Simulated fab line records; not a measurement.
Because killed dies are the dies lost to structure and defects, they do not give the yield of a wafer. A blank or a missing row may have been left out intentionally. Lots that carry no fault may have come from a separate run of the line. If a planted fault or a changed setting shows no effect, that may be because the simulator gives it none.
Which tool is to blame? | flow n5Finfet | 36 wafers sampled from 12 lots at 1 step of a route of 1938

== WHAT EACH GAUGE READ, for each wafer ==
N5_BEOL_M2_OVL_MEAS_29.
lot  | measured     | on         | V1_OVL (nm)
L075 | day 6 20:22  | overlay-02 | -1.5 -1.4 -0.6
L076 | day 7 01:29  | overlay-01 | -2.0 -1.4 -0.8
L079 | day 7 19:32  | overlay-01 | -0.1 -0.3 -0.4
L081 | day 8 07:30  | overlay-01 | 0.3 0.4 -0.1
L083 | day 8 20:34  | overlay-02 | -1.4 -0.6 -0.7
L085 | day 9 08:31  | overlay-02 | -0.2 -0.6 -1.1
L088 | day 10 01:20 | overlay-01 | -0.8 -1.5 -0.8
L089 | day 10 10:16 | overlay-01 | 0.8 1.1 0.7
L091 | day 11 00:18 | overlay-02 | -0.6 -1.1 -0.9
L093 | day 11 11:24 | overlay-02 | 1.6 0.5 0.4
L095 | day 12 00:17 | overlay-01 | 0.7 -0.1 0.8
L097 | day 12 11:52 | overlay-01 | 0.5 -0.4 -0.3

== WHICH TOOL RAN EACH LOT (tool, then ch and the chambers of the sampled wafers, then the start) ==
The record shows no process step preceding these readings.

== THE ANSWER, worked out from the rows above alone ==
Rule: what is usual is taken from the lots themselves. The widest of any qualifying gaps counts: lots, ordered by their means at a reading, are off when they make up no more than a third of the lots, leave a main group of 4 or more, and stand apart from it by 3 or more times the standard deviation of that group's means. Not used: any main group whose means are identical at the precision the tables above print for the reading. A lot without any number at a reading at which 4 lots or more have one is off too. The other lots that the step has rows for count as sound.
None of the lots is off at any reading shown; this tells nothing.

== WHAT HAD BEEN PUT IN BY THE SIMULATOR ==
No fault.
